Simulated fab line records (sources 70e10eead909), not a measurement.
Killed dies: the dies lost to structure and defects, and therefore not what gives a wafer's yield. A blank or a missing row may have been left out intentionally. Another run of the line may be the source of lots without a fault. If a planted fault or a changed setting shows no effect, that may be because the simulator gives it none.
Check of tool commonality / flow nand_harc / 12 lots and 36 wafers in the sample

== REASON FOR OPENING ==
At NHARC_A_CONTACT_CD_MEAS_08 the reading cd_nm is flagged on 2 of 12 lots. Fault-free wafers read 200.5 nm, with a standard deviation of 0.63.
Rule: a lot is flagged in two cases, either no wafer of it has a number, or all its wafers with numbers fall more than 4 standard deviations from that mean. The other lots count as sound.

lot=L528; measured=day 22 08:20; on=cd_sem-02; cd_nm (nm), wafer by wafer=199.9 200.6 200.2; flag=
lot=L529; measured=day 22 14:30; on=cd_sem-03; cd_nm (nm), wafer by wafer=199.3 199.8 200.4; flag=
lot=L530; measured=day 23 00:10; on=cd_sem-02; cd_nm (nm), wafer by wafer=200.3 199.9 201.4; flag=
lot=L533; measured=day 24 14:56; on=cd_sem-01; cd_nm (nm), wafer by wafer=199.5 199.2 199.7; flag=
lot=L535; measured=day 25 13:22; on=cd_sem-02; cd_nm (nm), wafer by wafer=205.4 204.8 205.5; flag=FLAGGED
lot=L539; measured=day 26 05:29; on=cd_sem-03; cd_nm (nm), wafer by wafer=205.3 205.6 204.4; flag=FLAGGED
lot=L543; measured=day 28 02:27; on=cd_sem-02; cd_nm (nm), wafer by wafer=199.7 200.0 200.3; flag=
lot=L542; measured=day 28 08:20; on=cd_sem-03; cd_nm (nm), wafer by wafer=201.6 200.4 199.9; flag=
lot=L545; measured=day 29 11:51; on=cd_sem-03; cd_nm (nm), wafer by wafer=200.0 199.9 200.0; flag=
lot=L546; measured=day 30 04:06; on=cd_sem-01; cd_nm (nm), wafer by wafer=199.4 201.1 200.4; flag=
lot=L550; measured=day 31 09:19; on=cd_sem-02; cd_nm (nm), wafer by wafer=200.0 200.8 200.0; flag=
lot=L551; measured=day 31 23:44; on=cd_sem-01; cd_nm (nm), wafer by wafer=200.5 201.0 201.7; flag=
The numbers of the flagged lots are 205.2 nm on average: +4.7 nm against the usual, or +7 standard deviations.

== LOT BY LOT: THE TOOL USED ==
4 process steps preceding the reading are held in the record, out of 1302 steps in the route. In each cell: the tool, then ch and the chambers that the sampled wafers went through, then the start.
lot=L528; flag=; NHARC_A_CONTACT_ETCH_131=har_cap_etch-03 ch 0,1, day 22 02:41; NHARC_A_CONTACT_STRIP_82=rie_diel-13 ch 0,1,3, day 22 07:45 or earlier; NHARC_A_CONTACT_DEP_85=pecvd-03 ch 0,1,2, day 22 07:45; NHARC_A_CONTACT_EXPOSE_05=arfi_scanner-01 ch 0, day 22 08:12
lot=L529; flag=; NHARC_A_CONTACT_ETCH_131=har_cap_etch-02 ch 0,1, day 22 09:41; NHARC_A_CONTACT_STRIP_82=rie_diel-13 ch 0,1,3, day 22 13:47 or earlier; NHARC_A_CONTACT_DEP_85=pecvd-02 ch 0,2, day 22 13:47; NHARC_A_CONTACT_EXPOSE_05=arfi_scanner-02 ch 0, day 22 14:22
lot=L530; flag=; NHARC_A_CONTACT_ETCH_131=har_cap_etch-01 ch 0,1, day 22 17:17; NHARC_A_CONTACT_STRIP_82=rie_diel-01 ch 0,2,3, day 22 23:26 or earlier; NHARC_A_CONTACT_DEP_85=pecvd-04 ch 0,2, day 22 23:26; NHARC_A_CONTACT_EXPOSE_05=arfi_scanner-01 ch 0, day 23 00:02
lot=L533; flag=; NHARC_A_CONTACT_ETCH_131=har_cap_etch-03 ch 0,1, day 24 06:10; NHARC_A_CONTACT_STRIP_82=rie_diel-03 ch 0,2,3, day 24 14:13 or earlier; NHARC_A_CONTACT_DEP_85=pecvd-04 ch 1,2, day 24 14:13; NHARC_A_CONTACT_EXPOSE_05=arfi_scanner-03 ch 0, day 24 14:48
lot=L535; flag=FLAGGED; NHARC_A_CONTACT_ETCH_131=har_cap_etch-01 ch 0,1, day 25 05:43; NHARC_A_CONTACT_STRIP_82=rie_diel-13 ch 0,1,2, day 25 12:41 or earlier; NHARC_A_CONTACT_DEP_85=pecvd-03 ch 0,1,2, day 25 12:41; NHARC_A_CONTACT_EXPOSE_05=arfi_scanner-01 ch 0, day 25 13:14
lot=L539; flag=FLAGGED; NHARC_A_CONTACT_ETCH_131=har_cap_etch-02 ch 1, day 25 23:56; NHARC_A_CONTACT_STRIP_82=rie_diel-01 ch 1,3, day 26 04:46 or earlier; NHARC_A_CONTACT_DEP_85=pecvd-03 ch 0,2, day 26 04:46; NHARC_A_CONTACT_EXPOSE_05=arfi_scanner-01 ch 0, day 26 05:21
lot=L543; flag=; NHARC_A_CONTACT_ETCH_131=har_cap_etch-02 ch 0,1, day 27 21:44; NHARC_A_CONTACT_STRIP_82=rie_diel-13 ch 1,2,3, day 28 01:44 or earlier; NHARC_A_CONTACT_DEP_85=pecvd-02 ch 0,1,2, day 28 01:44; NHARC_A_CONTACT_EXPOSE_05=arfi_scanner-03 ch 0, day 28 02:19
lot=L542; flag=; NHARC_A_CONTACT_ETCH_131=har_cap_etch-01 ch 0,1, day 28 01:08; NHARC_A_CONTACT_STRIP_82=rie_diel-01 ch 0,2, day 28 07:44 or earlier; NHARC_A_CONTACT_DEP_85=pecvd-03 ch 1,2, day 28 07:44; NHARC_A_CONTACT_EXPOSE_05=arfi_scanner-03 ch 0, day 28 08:13
lot=L545; flag=; NHARC_A_CONTACT_ETCH_131=har_cap_etch-01 ch 0,1, day 29 04:24; NHARC_A_CONTACT_STRIP_82=rie_diel-13 ch 0,1, day 29 11:10 or earlier; NHARC_A_CONTACT_DEP_85=pecvd-03 ch 0,1, day 29 11:10; NHARC_A_CONTACT_EXPOSE_05=arfi_scanner-02 ch 0, day 29 11:43
lot=L546; flag=; NHARC_A_CONTACT_ETCH_131=har_cap_etch-01 ch 0,1, day 29 23:01; NHARC_A_CONTACT_STRIP_82=rie_diel-01 ch 0,1,2, day 30 01:03; NHARC_A_CONTACT_DEP_85=pecvd-03 ch 0,2, day 30 03:26; NHARC_A_CONTACT_EXPOSE_05=arfi_scanner-03 ch 0, day 30 03:58
lot=L550; flag=; NHARC_A_CONTACT_ETCH_131=har_cap_etch-03 ch 0,1, day 31 04:34; NHARC_A_CONTACT_STRIP_82=rie_diel-13 ch 0,2, day 31 08:37 or earlier; NHARC_A_CONTACT_DEP_85=pecvd-02 ch 0,1,2, day 31 08:37; NHARC_A_CONTACT_EXPOSE_05=arfi_scanner-03 ch 0, day 31 09:10
lot=L551; flag=; NHARC_A_CONTACT_ETCH_131=har_cap_etch-03 ch 0,1, day 31 18:46; NHARC_A_CONTACT_STRIP_82=rie_diel-13 ch 0,2,3, day 31 23:08 or earlier; NHARC_A_CONTACT_DEP_85=pecvd-03 ch 0,1,2, day 31 23:08; NHARC_A_CONTACT_EXPOSE_05=arfi_scanner-03 ch 0, day 31 23:36
These steps, and what they do:
- NHARC_A_CONTACT_ETCH_131: etches the open film in C4F8/O2/Ar, time 197 s, target depth 1918 nm.
- NHARC_A_CONTACT_STRIP_82: strips in O2.
- NHARC_A_CONTACT_DEP_85: deposits SiON, target thk 60 nm.
- NHARC_A_CONTACT_EXPOSE_05: exposes mask A CC.
- NHARC_A_CONTACT_CD_MEAS_08: target cd 200 nm.

== FLAGGED AGAINST TOTAL, ONE TOOL AT A TIME (gauges that did the reading follow at the end) ==
step=NHARC_A_CONTACT_ETCH_131; tool=har_cap_etch-01; lots run=5; flagged=1; share of the flagged lots=some; sound lots run after its first flagged lot=3 (L542,L545,L546)
step=NHARC_A_CONTACT_ETCH_131; tool=har_cap_etch-02; lots run=3; flagged=1; share of the flagged lots=some; sound lots run after its first flagged lot=1 (L543)
step=NHARC_A_CONTACT_ETCH_131; tool=har_cap_etch-03; lots run=4; flagged=0; share of the flagged lots=none; sound lots run after its first flagged lot=-
step=NHARC_A_CONTACT_STRIP_82; tool=rie_diel-01; lots run=4; flagged=1; share of the flagged lots=some; sound lots run after its first flagged lot=2 (L542,L546)
step=NHARC_A_CONTACT_STRIP_82; tool=rie_diel-03; lots run=1; flagged=0; share of the flagged lots=none; sound lots run after its first flagged lot=-
step=NHARC_A_CONTACT_STRIP_82; tool=rie_diel-13; lots run=7; flagged=1; share of the flagged lots=some; sound lots run after its first flagged lot=4 (L543,L545,L550,L551)
step=NHARC_A_CONTACT_DEP_85; tool=pecvd-02; lots run=3; flagged=0; share of the flagged lots=none; sound lots run after its first flagged lot=-
step=NHARC_A_CONTACT_DEP_85; tool=pecvd-03; lots run=7; flagged=2; share of the flagged lots=all; sound lots run after its first flagged lot=4 (L542,L545,L546,L551)
step=NHARC_A_CONTACT_DEP_85; tool=pecvd-04; lots run=2; flagged=0; share of the flagged lots=none; sound lots run after its first flagged lot=-
step=NHARC_A_CONTACT_EXPOSE_05; tool=arfi_scanner-01; lots run=4; flagged=2; share of the flagged lots=all; sound lots run after its first flagged lot=0
step=NHARC_A_CONTACT_EXPOSE_05; tool=arfi_scanner-02; lots run=2; flagged=0; share of the flagged lots=none; sound lots run after its first flagged lot=-
step=NHARC_A_CONTACT_EXPOSE_05; tool=arfi_scanner-03; lots run=6; flagged=0; share of the flagged lots=none; sound lots run after its first flagged lot=-
step=NHARC_A_CONTACT_CD_MEAS_08; tool=cd_sem-01; lots run=3; flagged=0; share of the flagged lots=none; sound lots run after its first flagged lot=-
step=NHARC_A_CONTACT_CD_MEAS_08; tool=cd_sem-02; lots run=5; flagged=1; share of the flagged lots=some; sound lots run after its first flagged lot=2 (L543,L550)
step=NHARC_A_CONTACT_CD_MEAS_08; tool=cd_sem-03; lots run=4; flagged=1; share of the flagged lots=some; sound lots run after its first flagged lot=2 (L542,L545)
NHARC_A_CONTACT_STRIP_82: start missing for some lots; hours and lot order therefore follow NHARC_A_CONTACT_DEP_85.

== WHAT THE TABLE ALLOWS ==
2 rows of the table ran every flagged lot: pecvd-03 at NHARC_A_CONTACT_DEP_85, arfi_scanner-01 at NHARC_A_CONTACT_EXPOSE_05.
- pecvd-03 at NHARC_A_CONTACT_DEP_85: 2 of its 7 lots flagged. Sound lots ran on it after the first flagged one (L542, L545, L546, L551), which a lasting fault on the whole tool wouldn't allow.
- arfi_scanner-01 at NHARC_A_CONTACT_EXPOSE_05: 2 of its 4 lots flagged. It ran its last sound lot, L530, at day 23 00:02 and its first flagged lot, L535, at day 25 13:14: a fault with its onset between the two fits. Its own readings lie more than 4 standard deviations out on every wafer of the flagged lots: exposure_dose_mJ_cm2.
What remains is a single tool, arfi_scanner-01 at NHARC_A_CONTACT_EXPOSE_05.

== WHAT THE SIMULATOR PUT IN ==
Process parameter drift: arfi_scanner-01, from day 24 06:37 on, at NHARC_A_CONTACT_EXPOSE_05. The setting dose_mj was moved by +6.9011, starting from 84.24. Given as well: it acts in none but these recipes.
Struck lots among those shown: L535, L539. The rule above found the same.
